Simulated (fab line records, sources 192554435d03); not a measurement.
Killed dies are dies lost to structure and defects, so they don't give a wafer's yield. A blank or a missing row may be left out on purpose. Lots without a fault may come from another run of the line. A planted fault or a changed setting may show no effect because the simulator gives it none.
Chamber matching | flow n5_finfet | N5_HKMG_FIN_CMP_23 on cmp-03: 4 sister chambers
The step polishes, stops on SiNx, t overpolish 10 s, target thk 46.326 nm. 4 wafers are shown with their chamber, then 8 later ones without.

WAFERS WITH THEIR CHAMBER
wafer  | chamber | motor_current_A (A)
L091.1 | 1       | 13.1
L091.3 | 3       | 11.5
L091.4 | 0       | 11.6
L094.1 | 2       | 13.1

WAFERS WITHOUT THEIR CHAMBER
wafer  | motor_current_A (A)
L094.4 | 11.4
L094.6 | 11.3
L095.1 | 13.8
L095.3 | 12.9
L095.4 | 11.4
L096.2 | 13.0
L096.3 | 11.5
L096.4 | 11.1

WHICH CHAMBER EACH WENT THROUGH
wafer  | from the rows above     | in truth
L094.4 | can't be placed: 3 or 0 | 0
L094.6 | can't be placed: 3 or 0 | 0
L095.1 | can't be placed: 1 or 2 | 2
L095.3 | can't be placed: 1 or 2 | 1
L095.4 | can't be placed: 3 or 0 | 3
L096.2 | can't be placed: 1 or 2 | 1
L096.3 | can't be placed: 3 or 0 | 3
L096.4 | can't be placed: 3 or 0 | 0
Placed correctly: 0 of 8. Can't be placed from these rows: 8 (the true chamber is among the candidates in 8). Placed wrongly: 0.
How it was worked out, from the rows above alone: a wafer's distance from a chamber is the root of the sum, over the readings, of the square of ((its reading less the chamber's mean) divided by the reading's scatter). The wafer belongs to the nearest chamber; if the next one is less than 2 further off, it can't be placed. A chamber's mean is the mean of its shown wafers. The scatter: with one shown wafer a chamber, the root of the mean of the squares of how far each hidden wafer lies from its nearest shown one.
